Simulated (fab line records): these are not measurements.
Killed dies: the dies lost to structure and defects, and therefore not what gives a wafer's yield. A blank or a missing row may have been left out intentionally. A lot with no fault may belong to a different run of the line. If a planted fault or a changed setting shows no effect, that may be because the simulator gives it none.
Chamber matching / flow n5 finfet / 4 sister chambers for N5_GATE_CUT_SAC_CAP_01 on ald sin-01
The step material SiNx, target thk 24 nm, pulse time 1 s, ald cycles 480. 4 wafers are shown with their chamber, then 10 later ones without.

WAFERS PAIRED WITH THEIR CHAMBERS
wafer=L083.6; chamber=3; heater power w (W)=789
wafer=L085.1; chamber=0; heater power w (W)=926
wafer=L088.1; chamber=1; heater power w (W)=903
wafer=L088.2; chamber=2; heater power w (W)=840

WAFERS WITHOUT THEIR CHAMBER
wafer=L088.5; heater power w (W)=942
wafer=L093.1; heater power w (W)=905
wafer=L093.4; heater power w (W)=949
wafer=L093.5; heater power w (W)=943
wafer=L094.1; heater power w (W)=918
wafer=L094.5; heater power w (W)=836
wafer=L094.6; heater power w (W)=937
wafer=L097.1; heater power w (W)=843
wafer=L097.2; heater power w (W)=898
wafer=L097.3; heater power w (W)=914

THE CHAMBER EACH PASSED THROUGH
wafer=L088.5; from the rows above=can't be placed: 0 or 1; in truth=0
wafer=L093.1; from the rows above=can't be placed: 1 or 0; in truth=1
wafer=L093.4; from the rows above=can't be placed: 0 or 1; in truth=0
wafer=L093.5; from the rows above=can't be placed: 0 or 1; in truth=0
wafer=L094.1; from the rows above=can't be placed: 0 or 1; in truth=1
wafer=L094.5; from the rows above=2; in truth=2
wafer=L094.6; from the rows above=can't be placed: 0 or 1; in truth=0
wafer=L097.1; from the rows above=2; in truth=2
wafer=L097.2; from the rows above=can't be placed: 1 or 0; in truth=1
wafer=L097.3; from the rows above=can't be placed: 1 or 0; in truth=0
Correct placement for 2 of the 10. Unplaceable from these rows: 8, with the true chamber sitting among the candidates in 8. Placed wrongly: 0.
How it was worked out, from the rows above alone: a wafer's distance from a chamber is the root of the sum, over the readings, of the square of ((its reading less the chamber's mean) divided by the reading's scatter). If the next closest chamber is less than 2 further off than the closest, the wafer can't be placed; otherwise it belongs to the closest. Each chamber's mean is taken over the wafers shown for it. The scatter: root of mean squared gap, hidden wafer to nearest shown wafer, with one shown wafer a chamber.
